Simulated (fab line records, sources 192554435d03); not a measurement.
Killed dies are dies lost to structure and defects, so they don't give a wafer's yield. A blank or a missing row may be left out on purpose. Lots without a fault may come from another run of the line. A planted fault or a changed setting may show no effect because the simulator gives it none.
fab line records | flow n5_finfet
record lots=5 wafers=13 last_day=16
route steps=1938 shown PMOS_HMC_CHANNEL_EPI@62 PASSIVATION@1936
lots that met no fault: from a run of the same line without faults
start_h: hours from the record's first day to the start of the lot's first wafer shown | wait_h: hours since the lot's step before | " the same as in the row above | L1.1+2: a row that stands for several wafers | - no value, or no start given | * or withheld: withheld | < > ~ a bound
route shown NAME@n: a module of which the file shows steps, and the number in the route of the first | usual: mean/standard deviation of fault-free wafers | same: alike in all rows | chamber/n: place in a boat | sites: the reading at each site | _std_site: their standard deviation | _edge_site: outer sites' mean less inner sites' | radius_mm: how far each site lies from the wafer's centre | mask NAME#n: copy n | behind: the tool/chamber that last shaped the wafer | hold: why the lot was held/for how many hours/how that ended | device: the transistor (n, p or np) that didn't switch | end of line: the same wafers' tests at the end of the route | a step without rows: its recipe alone | killed: dies lost to structure and defects at the first sort, not the wafer's yield | map: a wafer's dies, x killed, . not, _ none there
set.NAME: the setting as run; set.NAME@STEP: as run at that earlier step | model.NAME: the simulator's own value behind a step, which no gauge read
lots at some steps of the route; a table a step, a row a wafer
services: from which hour (start_h, from the record's first day; less than 0 if before it) a tool's chamber was out of use, for how many hours, and why
## steps
# step N5_PMOS_HMC_CHANNEL_EPI_EXPOSE_06
# recipe mask_id=PMOS_HMC_BLK na=1.35 source_shape=conventional sigma_outer=0.8 polarization=unpolarized target_cd_nm=240 dose_mj=41
# step N5_PMOS_HMC_CHANNEL_EPI_PEB_07
# recipe peb_temp_c=110 peb_time_s=60 resist=CAR-ArF-block
# step N5_PMOS_HMC_CHANNEL_EPI_DEVELOP_08
# recipe develop_time_s=30 developer=TMAH resist=CAR-ArF-block dev_temp_c=23 rinse_liquid=diw dry=air_spin
# step N5_PMOS_HMC_CHANNEL_EPI_CD_MEAS_09
# recipe target_cd_nm=237.4 landing_energy_ev=500 detector=se_inlens
# usual cd_nm=236.7/1.4
# columns lot.wafer tool chamber start_h wait_h cd_nm
L983.1 cd_sem-02 0 41.35 - 236.3
L983.4 " 0 " " 239.3
L983.5 " 0 " " 235.8
L984.4 cd_sem-02 0 47.85 - 235.4
L984.5 " 0 " " 234.2
L989.1 cd_sem-03 0 77.51 - 239.4
L989.4 " 0 " " 238.0
L989.5 " 0 " " 238.9
L996.3 cd_sem-02 0 119.09 - 237.6
L996.5 " 0 " " 238.2
L101.1 cd_sem-02 0 149.47 - 238.4
L101.2 " 0 " " 237.3
L101.3 " 0 " " 236.9
# step N5_PMOS_HMC_CHANNEL_EPI_OVL_MEAS_10
# recipe points_per_wafer=44
# usual PMOS_HMC_BLK_OVL=0.4/0.69
# columns lot.wafer tool chamber start_h wait_h PMOS_HMC_BLK_OVL[nm]
L983.1 overlay-02 0 41.39 0.0 0.6
L983.4 " 0 " " 0.9
L983.5 " 0 " " -0.3
L984.4 overlay-01 0 47.88 0.0 -0.5
L984.5 " 0 " " 1.0
L989.1 overlay-01 0 77.54 0.0 0.0
L989.4 " 0 " " 0.0
L989.5 " 0 " " -0.5
L996.3 overlay-02 0 119.12 0.0 1.5
L996.5 " 0 " " 1.1
L101.1 overlay-01 0 149.50 0.0 1.0
L101.2 " 0 " " 0.5
L101.3 " 0 " " 0.0
# step N5_PMOS_HMC_CHANNEL_EPI_INSPECT_11
# recipe mode=adi inspect_instrument=macro
# usual raw_defect_count=2.2/1.4
# columns lot.wafer tool chamber start_h wait_h raw_defect_count
L983.1 defect_inspect-02 - 41.41 0.0 3
L983.4 " - " " 2
L983.5 " - " " 1
L984.4 defect_inspect-01 - 47.90 0.0 6
L984.5 " - " " 1
L989.1 defect_inspect-01 - 77.57 0.0 4
L989.4 " - " " 1
L989.5 " - " " 3
L996.3 defect_inspect-01 - 119.14 0.0 4
L996.5 " - " " 2
L101.1 defect_inspect-01 - 149.52 0.0 1
L101.2 " - " " 3
L101.3 " - " " 1
# step N5_PMOS_HMC_CHANNEL_EPI_DESCUM_14
# recipe chemistry=O2 time_s=7.9 source_power_w=50 bias_power_w=20 pressure_mtorr=20 rf_frequency_hz=2.712e+07 temp_c=40 resist=CAR-ArF-block o2_flow_sccm=225
# usual drypump_motor_current_A=5.5/0.54 oes_product_au=0.79/0.087 rf_vpp_V=243.1/1.6 showerhead_plenum_p_Torr=2.08/0.08 throttle_valve_pct=20.52/0.22
# columns lot.wafer tool chamber start_h wait_h drypump_motor_current_A oes_product_au rf_hours_counter_h rf_vpp_V showerhead_plenum_p_Torr throttle_valve_pct
L983.1 rie_diel-06 2 41.48 0.1 4.8 0.73 188 243.4 2.08 20.70
L983.4 " 1 " " 5.3 0.85 55 244.8 2.20 20.11
L983.5 " 0 " " 6.2 0.74 - 243.1 1.98 20.71
L984.4 rie_diel-06 2 47.93 0.0 4.7 0.72 190 243.8 2.08 20.69
L984.5 " 0 " " 6.2 0.74 - 242.6 1.98 20.72
L989.1 rie_diel-03 3 77.60 0.0 6.5 0.72 201 242.0 1.99 20.54
L989.4 " 2 " " 5.3 0.95 - 241.8 2.06 20.51
L989.5 " 3 " " 6.5 0.72 - 240.7 1.99 20.54
L996.3 rie_diel-06 2 119.17 0.0 4.7 0.71 208 242.8 2.07 20.73
L996.5 " 0 " " 6.3 0.72 - 240.7 1.97 20.75
L101.1 rie_diel-06 1 149.56 0.0 5.4 0.80 89 244.6 2.19 20.17
L101.2 " 3 " " 4.7 0.86 83 244.3 2.11 20.42
L101.3 " 2 " " 4.8 0.71 218 244.5 2.07 20.75
# step N5_PMOS_HMC_CHANNEL_EPI_ETCH_32
# recipe chemistry=N2/H2 target=BARC stop_on=SiO2 target_depth_a=858 over_etch_frac=0.3 time_s=50.3 ion_energy_ev=200 mask_material=CAR-ArF-block pressure_mtorr=30 source_w=840 bias_w=150 n2_flow_sccm=200 h2_flow_sccm=200
# usual drypump_motor_current_A=5.5/0.54 oes_product_au=0.67/0.065 rf_vpp_V=523.5/2.7 showerhead_plenum_p_Torr=2.53/0.096 throttle_valve_pct=17.94/0.28
# same over_etch_frac=0.3
# columns lot.wafer tool chamber start_h wait_h drypump_motor_current_A oes_product_au rf_hours_counter_h rf_vpp_V showerhead_plenum_p_Torr throttle_valve_pct
L983.1 rie_diel-06 2 41.52 0.0 4.7 0.63 188 523.6 2.53 18.18
L983.4 " 1 " " 5.4 0.72 55 527.7 2.66 17.43
L983.5 " 0 " " 6.2 0.64 - 521.8 2.44 18.35
L984.4 rie_diel-06 2 47.97 0.0 4.7 0.62 190 523.1 2.53 18.18
L984.5 " 0 " " 6.2 0.64 - 520.5 2.44 18.35
L989.1 rie_diel-03 3 77.64 0.0 6.5 0.61 201 520.7 2.41 17.80
L989.4 " 2 " " 5.2 0.79 - 522.6 2.49 17.77
L989.5 " 3 " " 6.5 0.62 - 520.7 2.41 17.78
L996.3 rie_diel-06 2 119.21 0.0 4.7 0.61 208 522.8 2.52 18.19
L996.5 " 0 " " 6.3 0.62 - 519.1 2.43 18.40
L101.1 rie_diel-06 1 149.59 0.0 5.4 0.69 89 527.0 2.65 17.48
L101.2 " 3 " " 4.7 0.72 83 524.3 2.56 17.78
L101.3 " 2 " " 4.7 0.61 218 522.0 2.51 18.23
# step N5_PMOS_HMC_CHANNEL_EPI_HM_OPEN_15
# recipe chemistry=CHF3/O2 target=SiO2 mask_material=CAR-ArF-block target_depth_a=406 CHF3_flow_sccm=50 O2_flow_sccm=5 Ar_flow_sccm=200 time_s=20.3 pressure_mtorr=30 source_w=650 bias_w=170 ion_energy_ev=200
# step N5_PMOS_HMC_CHANNEL_EPI_STRIP_33
# recipe chemistry=N2/H2 power_w=500 temp_c=40 pressure_mtorr=50 rf_frequency_hz=6e+07 overash_fraction=0.3 bias_power_w=8 h2_frac=0.5 n2_flow_sccm=300 h2_flow_sccm=300
# usual drypump_motor_current_A=5.5/0.54 oes_product_au=0.79/0.087 rf_vpp_V=54.1/1.7 showerhead_plenum_p_Torr=3.34/0.12 throttle_valve_pct=18.9/0.41
# columns lot.wafer tool chamber start_h wait_h drypump_motor_current_A oes_product_au rf_hours_counter_h rf_vpp_V showerhead_plenum_p_Torr throttle_valve_pct
L983.1 rie_diel-06 2 41.62 0.0 4.8 0.72 188 52.3 3.34 19.2
L983.4 " 1 " " 5.4 0.85 55 54.9 3.51 18.2
L983.5 " 0 " " 6.2 0.75 - 51.9 3.23 19.4
L984.4 rie_diel-06 2 48.07 0.0 4.7 0.73 190 57.5 3.34 19.3
L984.5 " 0 " " 6.3 0.75 - 52.3 3.23 19.4
L989.1 rie_diel-03 3 77.73 0.0 6.4 0.72 201 56.7 3.19 18.4
L989.4 " 2 " " 5.3 0.95 - 53.6 3.29 18.6
L989.5 " 3 " " 6.5 0.73 - 53.7 3.19 18.4
L996.3 rie_diel-06 2 119.31 0.0 4.7 0.70 208 51.6 3.33 19.3
L996.5 " 0 " " 6.3 0.70 - 52.1 3.22 19.5
L101.1 rie_diel-06 1 149.69 0.0 5.4 0.82 89 55.4 3.50 18.2
L101.2 " 3 " " 4.8 0.85 83 53.4 3.38 18.7
L101.3 " 2 " " 4.7 0.70 218 54.4 3.32 19.3
# step N5_PMOS_HMC_CHANNEL_EPI_STRIP_17
# recipe chemistry=SPM time_s=750 temp_c=130 h2so4_h2o2_vol_ratio=4 dry=ipa_marangoni
# step N5_PMOS_HMC_CHANNEL_EPI_ETCH_38
# recipe chemistry=CF4 target=SiO2 target_depth_a=15 ion_energy_ev=350 pressure_mtorr=10 icp_w=800 bias_w=400 cf4_flow_sccm=80
# usual drypump_motor_current_A=5.7/0.44 oes_product_au=1.003/0.025 throttle_valve_pct=21.90/0.22
# columns lot.wafer tool chamber start_h wait_h drypump_motor_current_A oes_product_au rf_hours_counter_h throttle_valve_pct
L983.1 rie_si-02 0 41.92 0.0 6.1 1.031 191 22.12
L983.4 " 2 " " 6.4 0.965 34 21.94
L983.5 " 1 " " 5.2 0.986 - 21.80
L984.4 rie_si-02 0 48.41 0.0 6.1 1.028 191 22.11
L984.5 " 1 " " 5.2 0.999 - 21.80
L989.1 rie_si-03 0 78.04 0.0 6.0 1.027 184 22.16
L989.4 " 2 " " 5.2 0.996 165 21.61
L989.5 " 3 " " 5.6 1.000 - 22.05
L996.3 rie_si-03 0 119.61 0.0 5.9 1.011 185 22.15
L996.5 " 3 " " 5.6 1.006 - 22.07
L101.1 rie_si-02 1 150.00 0.0 5.2 0.978 86 21.78
L101.2 " 2 " " 6.3 0.963 36 21.96
L101.3 " 3 " " 5.8 0.946 46 21.57
# step N5_PMOS_HMC_CHANNEL_EPI_FIN_RECESS_16
# recipe chemistry=HBr/Cl2 target=Si mask_material=SiO2 target_depth_a=540 time_s=18 pressure_mtorr=10 icp_w=800 bias_w=75 HBr_flow_sccm=150 Cl2_flow_sccm=80
# usual drypump_motor_current_A=5.7/0.44 oes_product_au=1.001/0.022 throttle_valve_pct=35.6/0.39
# columns lot.wafer tool chamber start_h wait_h drypump_motor_current_A oes_product_au rf_hours_counter_h throttle_valve_pct model.etch.depth_nm model.PMOS_HMC_CHANNEL_EPI.feature_depth_nm
L983.1 rie_si-02 0 41.94 0.0 6.1 1.011 191 35.9 53.54 53.54
L983.4 " 2 " " 6.4 0.977 34 36.1 52.31 52.31
L983.5 " 1 " " 5.2 0.989 - 35.6 54.42 54.42
L984.4 rie_si-02 0 48.43 0.0 6.1 1.016 191 35.9 54.1 54.1
L984.5 " 1 " " 5.2 0.988 - 35.6 55.05 55.05
L989.1 rie_si-03 0 78.06 0.0 6.0 1.017 184 35.6 53.94 53.94
L989.4 " 2 " " 5.2 0.984 165 35.0 51.88 51.88
L989.5 " 3 " " 5.6 0.985 - 35.8 54.18 54.18
L996.3 rie_si-03 0 119.63 0.0 6.0 1.021 185 35.6 54.39 54.39
L996.5 " 3 " " 5.6 1.010 - 36.0 60.36 60.36
L101.1 rie_si-02 1 150.02 0.0 5.3 0.970 86 35.6 53.44 53.44
L101.2 " 2 " " 6.4 0.963 36 36.1 51.3 51.3
L101.3 " 3 " " 5.9 0.958 46 34.8 52.44 52.44
# step N5_PMOS_HMC_CHANNEL_EPI_PRECLEAN_36
# recipe chemistry=O3/DIW time_s=45 temp_c=22 o3_ppm=10
# step N5_PMOS_HMC_CHANNEL_EPI_PRECLEAN_18
# recipe chemistry=DHF time_s=30 temp_c=25 dilution=withheld
# step N5_PMOS_HMC_CHANNEL_EPI_SRD_19
# recipe dry=ipa_marangoni do_ppb=5 time_s=30 temp_c=23 rinse_liquid=diw
# step N5_PMOS_HMC_CHANNEL_EPI_EPI_20
# recipe material=SiGe30 mask_material=SiO2 pressure_torr=20 target_thk_a=590 temp_c=600
# step N5_PMOS_HMC_CHANNEL_EPI_HM_STRIP_35
# recipe chemistry=dHF temp_c=25 material=SiO2 target=SiO2 target_depth_a=396 time_s=216
# step N5_PMOS_HMC_CHANNEL_EPI_SRD_39
# recipe dry=ipa_marangoni time_s=30 temp_c=23 rinse_liquid=diw
# step N5_PMOS_HMC_CHANNEL_EPI_CMP_21
# recipe material=SiGe30 post_cmp_clean=alkaline_brush target_thk_nm=54
# usual motor_current_A=12.2/1.4
# columns lot.wafer tool chamber start_h wait_h motor_current_A
L983.1 cmp-03 0 43.86 0.0 13.3
L983.4 " 2 " " 14.3
L983.5 " 1 " " 11.9
L984.4 cmp-03 0 50.40 0.1 13.4
L984.5 " 0 " " 13.6
L989.1 cmp-02 1 79.60 0.1 13.6
L989.4 " 3 " " 9.5
L989.5 " 0 " " 10.8
L996.3 cmp-03 3 121.22 0.1 14.2
L996.5 " 2 " " 13.5
L101.1 cmp-02 0 151.52 0.0 10.1
L101.3 " 1 " " 13.0
L101.2 " 3 " " 9.9
# step N5_PMOS_HMC_CHANNEL_EPI_THK_MEAS_22
# recipe reads=SiGe30_of_PMOS_HMC_CHANNEL_EPI_EPI_20
# usual HMC_CMP_THK=54.3/1.5
# columns lot.wafer tool chamber start_h wait_h HMC_CMP_THK[nm]
L983.1 film_metro-02 - 44.16 - 53.5
L983.4 " - " " 52.0
L983.5 " - " " 54.1
L984.4 film_metro-01 - 50.66 - 54.2
L984.5 " - " " 55.1
L989.1 film_metro-02 - 79.86 - 54.3
L989.4 " - " " 52.1
L989.5 " - " " 54.2
L996.3 film_metro-01 - 121.47 - 54.5
L996.5 " - " " 59.9
L101.1 film_metro-02 - 151.81 - 53.4
L101.2 " - " " 51.6
L101.3 " - " " 52.5
# step N5_PMOS_HMC_CHANNEL_EPI_PRECLEAN_40
# recipe chemistry=DHF time_s=30 temp_c=25 dilution=withheld
# step N5_PASSIVATION_PROBE_49
# usual killed_at_M0_to_M3=32/9.3 killed_at_M4_up=14/4.9 killed_at_contacts=15/7.5 killed_at_front_end=40/11 killed_at_other=4/3.3 killed_dies=104/17 killed_open=68/14 killed_short=33/7.9
# same gross_dies=1180 killed_at_back_side=0
# columns lot.wafer tool chamber start_h wait_h killed_at_M0_to_M3 killed_at_M4_up killed_at_contacts killed_at_front_end killed_at_other killed_dies killed_open killed_short
L983.1 prober-02 - 285.06 0.0 42 22 6 43 5 118 71 46
L983.4 prober-02 - 285.21 0.2 35 12 10 42 2 101 65 36
L983.5 prober-02 - 285.26 0.2 31 15 5 57 3 111 73 38
L989.1 prober-02 - 319.79 0.0 40 11 16 44 10 121 90 26
L989.4 prober-02 - 319.94 0.2 37 16 20 25 3 101 72 28
L989.5 prober-02 - 319.99 0.2 54 7 23 34 4 122 84 38
L101.1 prober-01 - 393.53 0.0 34 14 4 24 1 77 56 20
L101.2 prober-01 - 393.58 0.1 29 20 6 21 0 76 51 25
L101.3 prober-01 - 393.63 0.1 33 15 15 24 2 89 61 28
# killed by level:class
L983.1 FIN_SAQP:geometric_particle:short=12 BEOL_M2:geometric_particle:open=11 BEOL_M4:geometric_particle:open=11 FIN_SAQP:geometric_particle:open=7 BEOL_M0_SAQP:geometric_particle:short=7 ILD0:geometric_particle:open=6 BEOL_M1:geometric_particle:open=6 MOL_CONTACT_COAG:geometric_particle:open=5
L983.4 BEOL_M2:geometric_particle:open=13 FIN_SAQP:geometric_particle:short=12 FIN_SAQP:geometric_particle:open=7 STI_FIN_REVEAL:geometric_particle:open=7 MOL_CONTACT_COAG:geometric_particle:open=7 BEOL_M4:geometric_particle:open=6 BEOL_M0_SAQP:geometric_particle:short=5 ILD0:geometric_particle:short=4
L983.5 GATE_CUT:geometric_particle:open=11 FIN_SAQP:geometric_particle:short=10 BEOL_M2:geometric_particle:open=9 FIN_SAQP:geometric_particle:open=7 STARTING-WAFER:geometric_particle:short=6 BEOL_M0_SAQP:geometric_particle:open=5 BEOL_M3:geometric_particle:open=5 BEOL_M4:geometric_particle:open=5
L989.1 MOL_CONTACT_COAG:geometric_particle:open=15 BEOL_M3:geometric_particle:open=13 BEOL_M0_SAQP:geometric_particle:open=11 STI_FIN_REVEAL:geometric_particle:open=9 FIN_SAQP:geometric_particle:open=8 BEOL_M0_SAQP:geometric_particle:short=7 DUMMY_GATE:geometric_particle:open=5 BEOL_M4:geometric_particle:open=5
L989.4 MOL_CONTACT_COAG:geometric_particle:open=16 BEOL_M0_SAQP:geometric_particle:short=13 STI_FIN_REVEAL:geometric_particle:open=11 BEOL_M4:geometric_particle:open=9 BEOL_M3:geometric_particle:open=7 BEOL_M1:geometric_particle:open=5 MOL_CONTACT_COAG:geometric_particle:short=4 BEOL_M0_SAQP:geometric_particle:open=4
L989.5 BEOL_M3:geometric_particle:open=30 MOL_CONTACT_COAG:geometric_particle:open=15 FIN_SAQP:geometric_particle:open=9 BEOL_M3:geometric_particle:short=9 MOL_CONTACT_COAG:geometric_particle:short=8 GATE_CUT:geometric_particle:short=6 STI_FIN_REVEAL:geometric_particle:open=5 BEOL_M0_SAQP:geometric_particle:open=4
L101.1 BEOL_M1:geometric_particle:open=7 BEOL_M2:geometric_particle:open=7 BEOL_M4:geometric_particle:open=6 STI_FIN_REVEAL:geometric_particle:open=6 MOL_CONTACT_COAG:geometric_particle:open=4 BEOL_M0_SAQP:geometric_particle:open=4 BEOL_M0:geometric_particle:open=4 BEOL_M5:geometric_particle:open=4
L101.2 BEOL_M4:geometric_particle:open=9 BEOL_M0_SAQP:geometric_particle:open=7 BEOL_M1:geometric_particle:open=7 DUMMY_GATE:geometric_particle:open=5 STI_FIN_REVEAL:geometric_particle:open=4 MOL_CONTACT_COAG:geometric_particle:short=4 BEOL_M0_SAQP:geometric_particle:short=4 BEOL_M5:geometric_particle:open=4
L101.3 STI_FIN_REVEAL:geometric_particle:open=11 MOL_CONTACT_COAG:geometric_particle:open=10 BEOL_M1:geometric_particle:open=8 BEOL_M0_SAQP:geometric_particle:short=7 BEOL_M4:geometric_particle:open=6 MOL_CONTACT_COAG:geometric_particle:short=5 BEOL_M0_SAQP:geometric_particle:open=5 BEOL_M5:geometric_particle:open=5
## services
# columns tool chamber start_h hours kind
rie_diel-03 2 20.22 - clean
rie_diel-03 2 20.22 - consumable_replace:focus_ring
rie_diel-03 2 20.22 17.6 scheduled_down
rie_diel-03 2 20.22 17.6 vent_cycle
cmp-02 - 23.12 4.5 repair
rie_si-02 0 44.16 3.5 repair
cmp-02 - 44.20 5.1 pm
rie_diel-03 - 48.55 2.8 pm
cmp-02 - 51.10 1.6 repair
rie_diel-03 - 51.49 0.5 repair
rie_diel-03 1 68.41 - clean
rie_diel-03 1 68.41 - consumable_replace:focus_ring
rie_diel-03 1 68.41 - consumable_replace:showerhead
rie_diel-03 1 68.41 23.2 scheduled_down
rie_diel-06 1 70.09 4.3 repair
rie_si-03 3 78.49 - clean
rie_si-03 3 78.49 20.6 scheduled_down
rie_si-03 3 78.49 20.6 vent_cycle
cmp-03 - 84.39 5.3 pm
rie_diel-06 - 98.98 0.4 repair
rie_diel-03 0 115.96 8.9 repair
rie_si-03 - 126.25 0.8 repair
cmp-03 - 128.69 10.4 pm
cmp-02 - 132.10 4.0 pm
## key
first_sign step=N5_PMOS_HMC_CHANNEL_EPI_THK_MEAS_22 reading=HMC_CMP_THK direction=up sigmas=3.8 usual=54.3 struck=59.9
effect none on later readings
model_effect step=N5_PMOS_HMC_CHANNEL_EPI_FIN_RECESS_16 value=etch.depth_nm without=54.53 struck=60.36
met_at N5_PMOS_HMC_CHANNEL_EPI_FIN_RECESS_16
struck_wafers L996.5
tester_left_out L996
baseline_loss step=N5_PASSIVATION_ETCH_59 wafers=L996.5
onset_between 78.06 119.63
fault kind=process_parameter_drift tool=rie_si-03 chamber=- onset_h=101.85 steps=N5_PMOS_HMC_CHANNEL_EPI_FIN_RECESS_16 channel=time_s offset=* shape=step end_h=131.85 scope=struck_wafers_only acts_in=* stated=*
# tester_left_out: of these lots the tester's yield and bins aren't shown, on N5 and GAA mostly nor the transistor test; their killed dies are dies lost to structure and defects alone, not to doping, threshold or leakage, so they don't give the yield
# baseline_loss: these wafers lose ten dies or more at that step, a loss of the line's own and not of a fault; the sort's usual values leave them out
